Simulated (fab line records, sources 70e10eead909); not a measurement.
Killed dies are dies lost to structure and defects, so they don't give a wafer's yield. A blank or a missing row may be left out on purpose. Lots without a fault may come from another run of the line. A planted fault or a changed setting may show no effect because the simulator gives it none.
One fault seen from 2 desks | flow nand_harc | each desk has only its own numbers; what lay behind them comes last

THE TOOL OWNER'S DESK: pvd_sputter-02
The tool's own readings at NHARC_A_BLC_PVD_32 (deposits Ti, target thk 5 nm, time 17.7 s): means of the sampled wafers that have a number, for each lot that ran on this tool. A lot is out of limits, marked OUT, if its mean lies more than 4 standard deviations from the usual mean; the brackets give that distance.
Columns: A = chamber_pressure_pa at NHARC_A_BLC_PVD_32, usual 4.999 Pa; B = throttle_valve_pct at NHARC_A_BLC_PVD_32, usual 29.7 %
lot  | first seen here | A     | B
L898 | day 22 20:53    | 5.005 | 29.6
L896 | day 23 02:59    | 4.993 | 29.0
L901 | day 25 06:12    | 4.994 | 29.6
L903 | day 25 13:43    | 5.008 | 29.5
L902 | day 25 15:44    | 5.001 | 29.4
L904 | day 26 01:35    | 5.000 | 29.4
L905 | day 26 16:01    | 4.996 | 29.8
L906 | day 27 09:45    | 4.990 | 29.3
L910 | day 28 13:45    | 4.994 | 29.1
L909 | day 28 17:37    | 5.001 | 29.5
This desk's finding: nothing out of limits on any of the 10 lots.

THE METROLOGY DESK
What the gauges read, lot by lot, whatever tool the lot ran on: means of the sampled wafers that have a number. A lot is out of limits, marked OUT, if its mean lies more than 4 standard deviations from the usual mean; the brackets give that distance.
Columns: A = cd_nm at NHARC_THIN_TSV_CD_MEAS_33, usual 4998.7 nm; B = cd_nm at NHARC_THIN_TSV_CD_MEAS_37, usual 4999 nm
lot  | first seen here | A      | B
L898 | day 24 05:26    | 4999.7 | 5000
L897 | day 24 07:59    | 4999.2 | 5002
L896 | day 24 14:00    | 5000.0 | 4998
L901 | day 26 13:44    | 4996.3 | 4997
L903 | day 26 22:08    | 4999.7 | 4998
L899 | day 26 23:17    | 4997.8 | 4994
L902 | day 27 00:22    | 4998.2 | 4998
L904 | day 27 09:24    | 4998.1 | 4995
L905 | day 28 01:08    | 5001.7 | 5000
L906 | day 28 17:24    | 4998.3 | 4998
L909 | day 30 00:17    | 4999.5 | 5000
L910 | day 30 01:29    | 4997.5 | 5000
L914 | day 31 01:18    | 4999.4 | 5000
L917 | day 33 10:19    | 4997.5 | 4997
This desk's finding: nothing out of limits on any of the 14 lots.

PUT TOGETHER
The tool owner's desk saw nothing out of limits.
The metrology desk saw nothing out of limits.

WHAT THE SIMULATOR HAD PUT IN
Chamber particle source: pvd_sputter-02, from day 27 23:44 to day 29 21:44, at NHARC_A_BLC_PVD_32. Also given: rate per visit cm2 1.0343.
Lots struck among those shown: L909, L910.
